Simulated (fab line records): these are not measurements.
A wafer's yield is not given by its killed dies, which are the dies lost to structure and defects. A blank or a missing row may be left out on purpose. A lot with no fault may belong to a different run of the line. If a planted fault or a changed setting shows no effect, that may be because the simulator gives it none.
Matching of chambers ; flow n5 finfet ; N5_STI_FIN_REVEAL_STRIP_24 on rie diel-01: 4 sister chambers
The step strips in N2/H2, time 90 s. 16 wafers are shown with their chamber, then 8 later ones without.

== WAFERS WITH THEIR CHAMBER ==
wafer;chamber;showerhead plenum p Torr (Torr);oes product au (a.u.);throttle valve pct (%)
L079.3;1;3.46;0.96;11.90
L079.4;2;3.49;0.76;12.31
L079.6;3;3.51;0.73;12.20
L080.1;2;3.49;0.76;12.33
L080.3;3;3.51;0.74;12.20
L080.6;1;3.46;0.97;11.92
L081.2;2;3.49;0.76;12.34
L081.3;0;3.45;0.87;12.04
L081.5;0;3.45;0.87;12.04
L082.1;2;3.49;0.76;12.33
L082.2;0;3.45;0.86;12.07
L082.4;0;3.45;0.86;12.04
L083.1;0;3.45;0.85;12.05
L083.2;3;3.51;0.73;12.22
L083.4;1;3.46;0.95;11.92
L088.2;3;3.50;0.73;12.23

SIGNATURES, as means of the wafers listed above
reading;chamber 0;chamber 1;chamber 2;chamber 3;scatter within a chamber
showerhead plenum p Torr;3.4500;3.4600;3.4900;3.5075;0.0025
oes product au;0.8620;0.9600;0.7600;0.7325;0.0068
throttle valve pct;12.0480;11.9133;12.3275;12.2125;0.0132
Rule: distance of a wafer from a chamber = root of the sum over the readings of ((wafer's reading minus chamber's mean) / reading's scatter) squared. The wafer belongs to the nearest chamber; if the next one is less than 2 further off, it can't be placed. How the scatter is found: for the shown wafers, subtract from each reading the mean of its chamber, square and add these, divide the total by (wafers less chambers), then take the root.

== WAFERS WITH NO CHAMBER GIVEN ==
wafer;showerhead plenum p Torr (Torr);oes product au (a.u.);throttle valve pct (%)
L088.3;3.45;0.90;11.96
L088.5;3.48;0.73;12.39
L090.1;3.44;0.90;11.97
L090.4;3.48;0.73;12.39
L090.5;3.48;0.73;12.40
L092.3;3.47;0.73;12.41
L092.4;3.50;0.72;12.26
L092.6;3.47;0.73;12.40

== WHICH CHAMBER EACH WENT THROUGH ==
wafer;from the rows above;in truth
L088.3;can't be placed: 0 or 1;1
L088.5;2;2
L090.1;0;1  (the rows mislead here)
L090.4;2;2
L090.5;2;2
L092.3;2;2
L092.4;3;3
L092.6;2;2
Correctly placed: 6 of 8. These rows do not allow placing 1 (true chamber among the candidates in 1). Number placed wrongly: 1.
